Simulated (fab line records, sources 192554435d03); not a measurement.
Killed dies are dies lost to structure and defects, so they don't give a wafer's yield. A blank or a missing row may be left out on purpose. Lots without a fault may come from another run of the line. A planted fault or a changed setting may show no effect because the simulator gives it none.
A struck lot beside a sound one | flow n5_finfet | 16 steps out of a route of 1938
Sound: wafers L862.1, L862.5, L862.6. Struck: wafer L861.2. (L861.3 of the same lot was not struck and is left out.) The cause comes at the end.
At each step with rows: each side's tool, then ch and its chambers, then its first start. Under that, the readings that differ: sound wafers | struck wafers | difference of the means | sigmas: that difference in standard deviations of wafers without a fault.
alike: readings whose means differ by less than 2 such deviations, and words and numbers that are the same on both sides. not compared: withheld readings, readings that some wafer has no value for, bounds like >300 that may hide the same value, and numbers for which the record gives no deviation and whose values overlap.
The two part at a step that has a row with sigmas, a row that says differs or no value, or rows on one side only. Numbers that don't overlap but have no deviation are shown without sigmas and don't part them. A reading that every wafer of one side lacks parts them only if that side has two wafers or more.

first, 1 step without rows for these wafers: N5_BEOL_M0_WET_ETCH_106 (etches SiO2 in DHF, target depth 130 nm, rinse time 30 s).
N5_BEOL_M0_ETCH_128: etches SiCN in CF4/N2, target depth 12 nm, overetch 5.1 nm, time 21.4 s.
  sound on rie_diel-04 ch 2,3, day 10 22:34; struck on rie_diel-02 ch 2, day 10 17:25
  alike: chamber_pressure_mTorr, drypump_motor_current_A, oes_product_au, rf_vpp_V, showerhead_plenum_p_Torr, throttle_valve_pct
  not compared: rf_hours_counter_h
N5_BEOL_M0_TRENCH_ETCH_107: etches SiOC in C4F6/O2, target depth 32.8 nm, time 16.4 s.
  sound on rie_diel-04 ch 2,3, day 10 22:37; struck on rie_diel-02 ch 2, day 10 17:27
  alike: C4F6_flow_sccm, chamber_pressure_mTorr, drypump_motor_current_A, oes_product_au, rf_vpp_V, showerhead_plenum_p_Torr, throttle_valve_pct
  not compared: rf_hours_counter_h
N5_BEOL_M0_STRIP_142: strips in N2/H2, time 10 s.
  sound on rie_diel-04 ch 2,3, day 10 22:38; struck on rie_diel-02 ch 2, day 10 17:28
  reading                        | sound                | struck | difference | sigmas
  chamber_pressure_mTorr (mTorr) | 19.984 19.981 19.990 | 19.949 | -0.036     | -2
  alike: drypump_motor_current_A, oes_product_au, rf_vpp_V, showerhead_plenum_p_Torr, throttle_valve_pct
  not compared: rf_hours_counter_h
N5_BEOL_M0_OCD_MEAS_108:
  sound on ocd-01, day 10 22:43; struck on ocd-01, day 10 17:34
  alike: trench_depth_nm
then, 2 steps without rows for these wafers: N5_BEOL_M0_HM_STRIP_129 (strips TiN in peroxide tin strip, target depth 17 nm, time 108 s); N5_BEOL_M0_SRD_130 (time 30 s).
N5_BEOL_M0_ETCH_109: etches SiCN in CH3F/O2, target depth 8 nm, overetch 2.4 nm, time 27.4 s.
  sound on rie_diel-06 ch 0,3, day 10 22:49; struck on rie_diel-02 ch 3, day 10 18:01
  reading                | sound             | struck | difference | sigmas
  throttle_valve_pct (%) | 16.39 16.02 16.39 | 16.85  | +0.58      | +2
  alike: chamber_pressure_mTorr, drypump_motor_current_A, oes_product_au, rf_vpp_V, showerhead_plenum_p_Torr
  not compared: rf_hours_counter_h
then, 4 steps without rows for these wafers: N5_BEOL_M0_STRIP_139 (strips in post etch residue remover, time 60 s); N5_BEOL_M0_SRD_111 (time 30 s); N5_BEOL_M0_DEGAS_112 (time 60 s); N5_BEOL_M0_PRE_CLEAN_113 (time 30 s).
N5_BEOL_M0_ALD_136: deposits TaN, pulse time 2 s, purge time 3 s, co reactant purge time 2 s.
  sound on ald_metal-02 ch 2,3, day 10 23:27; struck on ald_metal-01 ch 2, day 10 18:22
  reading          | sound | struck | difference | sigmas
  purge_time_s (s) | 3 3 3 | 3.2168 | +0.2168    |
  alike: heater_power_w
  not compared: since_wet_clean_h
N5_BEOL_M0_SURFACE_TREAT_137:
  sound on pvd_sputter-02, day 10 23:42; struck on pvd_sputter-01, day 10 20:07
  not compared: throttle_valve_pct
N5_BEOL_M4_RC_MEAS_101:
  sound on prober-01 ch 0, day 12 23:08; struck on prober-02 ch 0, day 12 17:16
  reading   | sound                | struck | difference | sigmas
  VT_P (mV) | -249.7 -250.3 -251.1 | -258.1 | -7.7       | -3
  alike: DIBL_N, DIBL_P, IOFF_N, IOFF_P, ION_N, ION_P, SS_N, SS_P, VT_N
-- the record jumps here: 5 days lie between the struck wafers' starts before and after (it left off in module BEOL_M4 and takes up again in module PASSIVATION, whose first step shown is number 1936 of the route) --
N5_PASSIVATION_PROBE_49:
  the record has rows for the struck wafers here (prober-02, day 17 05:33) and none for the sound ones

WHERE THEY PART
First at N5_BEOL_M0_STRIP_142; last, within this record, at N5_PASSIVATION_PROBE_49.

WHY: what the simulator had put in
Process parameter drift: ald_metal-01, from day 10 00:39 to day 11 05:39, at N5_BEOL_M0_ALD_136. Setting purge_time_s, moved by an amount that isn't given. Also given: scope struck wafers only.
